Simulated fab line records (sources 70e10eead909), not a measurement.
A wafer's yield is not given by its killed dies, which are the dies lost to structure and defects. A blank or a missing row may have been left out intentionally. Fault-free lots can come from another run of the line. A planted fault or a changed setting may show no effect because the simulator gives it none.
A struck lot beside a sound one -- flow nand harc -- 22 steps out of a route of 1159
Sound: the wafers L503.2, L503.3, L503.5. Wafers L509.2, L509.3, L509.4 were the ones struck. The cause comes at the end.
Each step with rows lists, per side, the tool, then ch with its chambers, then its first start. Under that, the readings that differ: sound wafers -- struck wafers -- difference of the means -- sigmas: that difference in standard deviations of wafers without a fault.
alike: a reading whose means differ by less than 2 such deviations, as well as words and numbers matching on both sides. not compared: withheld readings; readings where some wafer has no value; bounds like >300 that might hide an equal value; numbers whose values overlap and for which the record gives no deviation.
A row with sigmas, a row that says differs or no value, or rows on one side alone: a step with any of these is where the two part. Non-overlapping numbers with no deviation appear without sigmas and do not part them. A reading that every wafer of one side lacks parts them only if that side has two wafers or more.

first, 1 step without rows for these wafers: NHARC_A_CONTACT_STRIP_27 (strips in post etch residue remover, time 600 s).
NHARC_A_CONTACT_ALD_18: deposits TiN, target thk 3 nm, pulse time 1 s, ald cycles 150.
  sound on ald metal-03 ch 0,1,3, day 17 13:40; struck on ald metal-03 ch 0,1,2, day 19 07:23
  alike: heater power w, precursor pulse height rel
NHARC_A_CONTACT_CVD_19: deposits W, target thk 300 nm, time 802 s.
  sound on cvd w-01 ch 0,1; struck on cvd w-02 ch 0,1
  alike: heater power w, throttle valve pct
NHARC_A_CONTACT_CMP_20: polishes, t overpolish 30 s, target thk 300 nm.
  sound on cmp-01 ch 1,2, day 17 16:16; struck on cmp-03 ch 0,1,3, day 19 12:40
reading,sound,struck,difference,sigmas
time to endpoint s (s),59 58 52,67 62 63,+8,+2
  alike: motor current A, overpolish run s
after that, 1 step had no rows for these wafers: NHARC_A_CONTACT_SRD_22.
NHARC_A_CONTACT_INSPECT_23:
  sound: defect inspect-01 at day 17 16:39; struck: defect inspect-02 at day 19 13:04
  alike: raw defect count
then, 5 steps without rows for these wafers: NHARC_A_BLC_DEHYDRATE_00 (time 120 s); NHARC_A_BLC_HMDS_01 (time 30 s); NHARC_A_BLC_COAT_02 (time 75 s); NHARC_A_BLC_COAT_03 (time 65 s); NHARC_A_BLC_COAT_04 (resist thk 90 nm).
NHARC_A_BLC_SOFTBAKE_05: time 55 s.
  sound on litho track-06 ch 0, day 17 16:00; struck on litho track-04 ch 0, day 19 13:00
reading,sound,struck,difference,sigmas
heater power total W (W),188.47 188.34 188.66,165.77 165.35 165.41,-22.98,-99 or more
then, 4 steps without rows for these wafers: NHARC_A_BLC_EBR_06; NHARC_A_BLC_EXPOSE_07 (exposes mask A BLC, target cd 100 nm); NHARC_A_BLC_PEB_08 (peb time 65 s); NHARC_A_BLC_DEVELOP_09 (develop time 35 s).
NHARC_A_BLC_CD_MEAS_10: target cd 100 nm.
  sound on cd sem-03 ch 0, day 17 17:10; struck on cd sem-03 ch 0, day 19 13:28
reading,sound,struck,difference,sigmas
cd nm (nm),99.7 99.4 98.8,101.0 101.3 101.3,+1.9,+3
NHARC_A_BLC_OVL_MEAS_11:
  sound: overlay-02 at day 17 17:14; struck: overlay-01 at day 19 13:33
  alike: overlay x nm, overlay y nm
NHARC_A_BLC_INSPECT_12:
  sound: defect inspect-01 at day 17 17:17; struck: defect inspect-02 at day 19 13:36
  alike: raw defect count
NHARC_A_BLC_DESCUM_15: chemistry O2, time 3 s.
  sound on rie diel-13 ch 1,2,3, day 17 17:20; struck on rie diel-01 ch 1,2,3, day 19 13:40
reading,sound,struck,difference,sigmas
model.A_BLC.cd nm (nm),99.28 99.22 99.04,100.5 100.9 101.8,+1.9,
  alike: drypump motor current A, oes product au, rf vpp V, showerhead plenum p Torr, throttle valve pct
  not compared: rf hours counter h
NHARC_A_BLC_ETCH_16: etches the open film in CF4, target depth 39 nm, time 65 s.
  sound on rie diel-13 ch 0,1,2, day 17 17:25; struck on rie diel-01 ch 0,1,2, day 19 13:45
  alike: bias w, drypump motor current A, oes product au, rf vpp V, showerhead plenum p Torr, throttle valve pct
  not compared: rf hours counter h
after that, 1 step had no rows for these wafers: NHARC_END_SORT_01.

## WHERE THEY PART
Earliest at NHARC_A_CONTACT_CMP_20; latest, in this record, at NHARC_A_BLC_CD_MEAS_10. Later steps at which nothing parts them and some readings are alike: NHARC_A_BLC_OVL_MEAS_11, NHARC_A_BLC_INSPECT_12, NHARC_A_BLC_DESCUM_15, NHARC_A_BLC_ETCH_16.

WHY: what the simulator had put in
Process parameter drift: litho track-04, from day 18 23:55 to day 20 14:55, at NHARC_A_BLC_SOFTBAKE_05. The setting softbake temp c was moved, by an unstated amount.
